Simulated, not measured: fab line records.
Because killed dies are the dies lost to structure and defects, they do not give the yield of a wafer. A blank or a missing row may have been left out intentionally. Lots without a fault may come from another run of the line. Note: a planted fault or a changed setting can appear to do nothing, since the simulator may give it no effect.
Lot-split experiment    flow n5 finfet    route with 1938 steps; 7 lots, 39 wafers read

ON THE SPLIT
At N5_ZERO_LAYER_PECVD_02 (deposits SiO2 from SiH4/N2O, target thk 10 nm, time 6 s), the setting time s was moved away from the recipe's 6 s on 15 of the 39 wafers read, by -48.7% to +52.8%. All remaining wafers had this setting at the recipe value.

The split's own step is where the reading is taken.

THE READING
SiO2_of_ZERO_LAYER_PECVD_02.thk nm (the simulator's own value, which no gauge read), in nm, at N5_ZERO_LAYER_PECVD_02 (deposits SiO2 from SiH4/N2O, target thk 10 nm, time 6 s). There is no usual value for it anywhere in the file. Average 10.007 nm, standard deviation 0.18 nm, over the 24 wafers here run with the recipe.

wafer   tool, chamber at the split  time s as run, s  against the recipe  SiO2_of_ZERO_LAYER_PECVD_02.thk nm, nm  against lot-mates on the recipe
L076.1  pecvd-04, 2                 6                 recipe              9.89                                    -
L076.2  pecvd-04, 1                 6                 recipe              9.573                                   -
L076.3  pecvd-04, 0                 6                 recipe              9.664                                   -
L076.4  pecvd-04, 2                 6                 recipe              10.13                                   -
L076.5  pecvd-04, 1                 6                 recipe              9.766                                   -
L076.6  pecvd-04, 0                 6                 recipe              9.994                                   -
L077.1  pecvd-03, 1                 8.506             +41.8%              14.09                                   +4.120
L077.2  pecvd-03, 2                 6                 recipe              9.78                                    -
L077.3  pecvd-03, 0                 6                 recipe              10.04                                   -
L077.4  pecvd-03, 2                 6                 recipe              10.09                                   -
L077.5  pecvd-03, 1                 8.506             +41.8%              14.35                                   +4.380
L077.6  pecvd-03, 0                 8.506             +41.8%              14.51                                   +4.540
L088.1  pecvd-02, 1                 3.079             -48.7%              5.004                                   -5.119
L088.2  pecvd-02, 2                 3.079             -48.7%              5.188                                   -4.935
L088.3  pecvd-02, 1                 6                 recipe              9.97                                    -
L088.4  pecvd-02, 2                 6                 recipe              10.23                                   -
L088.5  pecvd-02, 2                 6                 recipe              10.17                                   -
L088.6  pecvd-02, 1                 3.079             -48.7%              5.182                                   -4.941
L089.3  pecvd-04, 2                 6                 recipe              10.04                                   -
L089.4  pecvd-04, 0                 6                 recipe              10.22                                   -
L089.6  pecvd-04, 1                 6                 recipe              9.947                                   -
L094.1  pecvd-03, 1                 6                 recipe              10.01                                   -
L094.2  pecvd-03, 2                 6                 recipe              9.97                                    -
L094.3  pecvd-03, 0                 8.308             +38.5%              13.87                                   +3.880
L094.4  pecvd-03, 0                 8.308             +38.5%              14.17                                   +4.180
L094.5  pecvd-03, 1                 8.308             +38.5%              14.08                                   +4.090
L094.6  pecvd-03, 2                 6                 recipe              9.989                                   -
L095.1  pecvd-03, 1                 5.088             -15.2%              8.615                                   -1.588
L095.2  pecvd-03, 2                 5.088             -15.2%              8.43                                    -1.773
L095.3  pecvd-03, 0                 6                 recipe              10.24                                   -
L095.4  pecvd-03, 0                 5.088             -15.2%              8.806                                   -1.397
L095.5  pecvd-03, 1                 6                 recipe              10.19                                   -
L095.6  pecvd-03, 2                 6                 recipe              10.18                                   -
L096.1  pecvd-03, 1                 6                 recipe              9.949                                   -
L096.2  pecvd-03, 2                 6                 recipe              9.906                                   -
L096.3  pecvd-03, 0                 9.168             +52.8%              15.22                                   +5.188
L096.4  pecvd-03, 0                 6                 recipe              10.24                                   -
L096.5  pecvd-03, 1                 9.168             +52.8%              15.42                                   +5.388
L096.6  pecvd-03, 2                 9.168             +52.8%              15.36                                   +5.328

THE FIT
A straight line over all 39 wafers: SiO2_of_ZERO_LAYER_PECVD_02.thk nm changes by +0.101 nm for each +1% of time s; r = +1.00; the points scatter about the line by 0.17 nm.
The same after taking each lot's own level away (the mean of its wafers on the recipe; 39 wafers): +0.103 nm for each +1%; r = +1.00; scatter 0.14 nm.
That fit puts the effect of the largest move of time s on the reading at 5.4 nm.
Across the lots, their own levels run from 9.8362 to 10.2033 nm, a range of 2.1 times the standard deviation given above.
Hence the lot-to-lot level has little effect on the slope; both slopes agree.
Check: for one of the wafers moved furthest among these (+52.8%), held out of the fit, the line's prediction against its lot-mates is +5.46 nm. Against them it came out at +5.19 nm.

FILE'S OWN FIT
SiO2_of_ZERO_LAYER_PECVD_02.thk nm changes by +0.103 nm for each +1% of time s, r = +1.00.
